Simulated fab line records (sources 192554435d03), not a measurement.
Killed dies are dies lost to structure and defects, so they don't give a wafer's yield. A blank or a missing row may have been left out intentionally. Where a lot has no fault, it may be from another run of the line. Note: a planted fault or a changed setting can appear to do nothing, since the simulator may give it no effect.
Split-lot study | flow n5 finfet | 21 wafers read across 7 lots, on a route 1938 steps long

== ON THE SPLIT ==
At N5_DUMMY_GATE_ETCH_44 (etches poly-Si in HBr/O2, stops on SiO2, target depth 127.5 nm), the setting target depth a was moved away from the recipe's 1275 angstrom on 6 of the 21 wafers read, by -10.4% to +10.2%. This setting was run at the recipe's value on the other wafers.

Reading taken at the split's own step.

== THE READING ==
oes product au, in a.u., at N5_DUMMY_GATE_ETCH_44 (etches poly-Si in HBr/O2, stops on SiO2, target depth 127.5 nm). Fault-free wafers of this fab line usually give 0.726 a.u., standard deviation 0.013 a.u.

wafer  | tool, chamber at the split | target depth a as run, angstrom | against the recipe | oes product au, a.u. | against lot-mates on the recipe
L081.1 | rie si-04, 3               | 1275                            | recipe             | 0.718                | -
L081.4 | rie si-04, 0               | 1275                            | recipe             | 0.735                | -
L081.5 | rie si-04, 1               | 1275                            | recipe             | 0.721                | -
L083.1 | rie si-04, 2               | 1275                            | recipe             | 0.740                | -
L083.4 | rie si-04, 0               | 1275                            | recipe             | 0.737                | -
L083.5 | rie si-04, 1               | 1275                            | recipe             | 0.730                | -
L084.1 | rie si-04, 3               | 1405                            | +10.2%             | 0.676                | -0.049
L084.3 | rie si-04, 0               | 1275                            | recipe             | 0.725                | -
L084.6 | rie si-04, 2               | 1405                            | +10.2%             | 0.701                | -0.024
L085.4 | rie si-02, 2               | 1275                            | recipe             | 0.701                | -
L085.5 | rie si-02, 3               | 1275                            | recipe             | 0.728                | -
L085.6 | rie si-02, 1               | 1275                            | recipe             | 0.717                | -
L086.2 | rie si-04, 3               | 1275                            | recipe             | 0.733                | -
L086.4 | rie si-04, 2               | 1143                            | -10.4%             | 0.786                | +0.053
L086.6 | rie si-04, 3               | 1143                            | -10.4%             | 0.778                | +0.045
L088.3 | rie si-04, 1               | 1275                            | recipe             | 0.742                | -
L088.4 | rie si-04, 3               | 1275                            | recipe             | 0.725                | -
L088.5 | rie si-04, 0               | 1275                            | recipe             | 0.732                | -
L095.3 | rie si-04, 0               | 1404                            | +10.1%             | 0.693                | -0.039
L095.4 | rie si-04, 3               | 1275                            | recipe             | 0.732                | -
L095.6 | rie si-04, 0               | 1404                            | +10.1%             | 0.690                | -0.042

THE FIT
A straight line over all 21 wafers: oes product au changes by -0.0043 a.u. for each +1% of target depth a; r = -0.92; the points scatter about the line by 0.011 a.u.
The same after taking each lot's own level away (the mean of its wafers on the recipe; 21 wafers): -0.00415 a.u. for each +1%; r = -0.95; scatter 0.0079 a.u.
The reading moves by 0.043 a.u. for the largest change in target depth a, on that fit.
Measured against the standard deviation above, the lots' own levels, which go from 0.7153 to 0.7357 a.u., span 1.6 times it.
Hence the lot-to-lot level has little effect on the slope; both slopes agree.
Check: for one of the wafers moved furthest among these (-10.4%), held out of the fit, the line's prediction against its lot-mates is +0.0412 a.u. Against them it came out at +0.053 a.u.
Tool readings at the split's step, against how far the setting was moved: oes product au r = -0.92.

== THE OTHER SPLITS THESE WAFERS WENT THROUGH ==
Other splits were also applied to these wafers ahead of the reading. Each is held against what the fit with the lots' levels taken away leaves over:
other split on the same wafers            | wafers away from the commonest value | r with oes product au (lot level and that fit taken away)
N5_ZERO_LAYER_EXPOSE_08 dose mj           | 10                                   | -0.07
N5_ZERO_LAYER_DEVELOP_10 develop time s   | 7                                    | -0.39
N5_PMOS_HMC_CHANNEL_EPI_PEB_07 peb time s | 5                                    | -0.06
N5_FIN_SAQP_PEB_14 peb time s             | 7                                    | -0.07
N5_FIN_SAQP_FIN_ETCH_36 icp w             | 4                                    | -0.27
N5_FIN_CUT_COAT_19 spin rpm               | 8                                    | +0.12
N5_DUMMY_GATE_ETCH_32 time s              | 8                                    | -0.31

== FILE'S OWN FIT ==
oes product au changes by -0.00412 a.u. for each +1% of target depth a, r = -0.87.
